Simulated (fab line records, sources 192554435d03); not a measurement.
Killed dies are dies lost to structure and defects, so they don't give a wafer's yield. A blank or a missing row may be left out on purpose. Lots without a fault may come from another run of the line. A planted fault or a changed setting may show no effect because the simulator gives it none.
Which tool did it? | flow n5_finfet | 12 lots, 36 wafers sampled, at 2 steps of a route of 1938

WHAT THE GAUGES READ, wafer by wafer
N5_BEOL_M7_CD_MEAS_35: target cd 40 nm.
lot  | measured     | on        | cd_nm (nm)
L075 | day 9 04:00  | cd_sem-02 | 39.2 39.7 40.0
L077 | day 9 12:27  | cd_sem-03 | 39.5 41.5 40.0
L079 | day 10 03:56 | cd_sem-02 | 39.1 40.2 39.8
L081 | day 10 11:41 | cd_sem-01 | 40.8 41.4 40.7
L083 | day 11 05:50 | cd_sem-01 | 39.4 40.3 40.2
L085 | day 11 10:37 | cd_sem-01 | 40.0 41.3 39.5
L088 | day 12 10:41 | cd_sem-02 | 39.7 40.4 40.0
L089 | day 12 20:56 | cd_sem-01 | 40.5 39.9 39.8
L092 | day 13 12:31 | cd_sem-03 | 39.8 39.5 38.7
L093 | day 13 20:00 | cd_sem-02 | 41.2 39.1 40.8
L095 | day 14 12:01 | cd_sem-01 | 40.5 40.8 40.2
L097 | day 15 10:28 | cd_sem-01 | 40.3 40.5 39.3

WHICH TOOL RAN EACH LOT (tool, then ch and the chambers of the sampled wafers, then the start)
lot  | N5_BEOL_M6_SURFACE_TREAT_79
L075 | pvd_sputter-02, day 8 23:17
L077 | pvd_sputter-03, day 9 03:20
L079 | pvd_sputter-03, day 9 22:58
L081 | pvd_sputter-02, day 10 05:25
L083 | pvd_sputter-03, day 10 23:47
L085 | pvd_sputter-02, day 11 05:02
L088 | pvd_sputter-01, day 12 04:59
L089 | pvd_sputter-02, day 12 09:58
L092 | pvd_sputter-03, day 13 07:17
L093 | pvd_sputter-01, day 13 13:39
L095 | pvd_sputter-02, day 14 05:44
L097 | pvd_sputter-01, day 15 04:40
- N5_BEOL_M6_SURFACE_TREAT_79

THE ANSWER, worked out from the rows above alone
Rule: what is usual is taken from the lots themselves. Put in order of their means at a reading, lots are off if they are a third of the lots or fewer, leave a main group of 4 or more, and stand apart from it by a gap of 3 or more times the standard deviation of the main group's means; of several such gaps the widest counts. A main group whose means are all the same, to the digits that the tables above print for the reading, isn't used. A lot without any number at a reading at which 4 lots or more have one is off too. The other lots that the step has rows for count as sound.
No lot is off at any reading shown: from this, nothing can be told.

WHAT THE SIMULATOR HAD PUT IN
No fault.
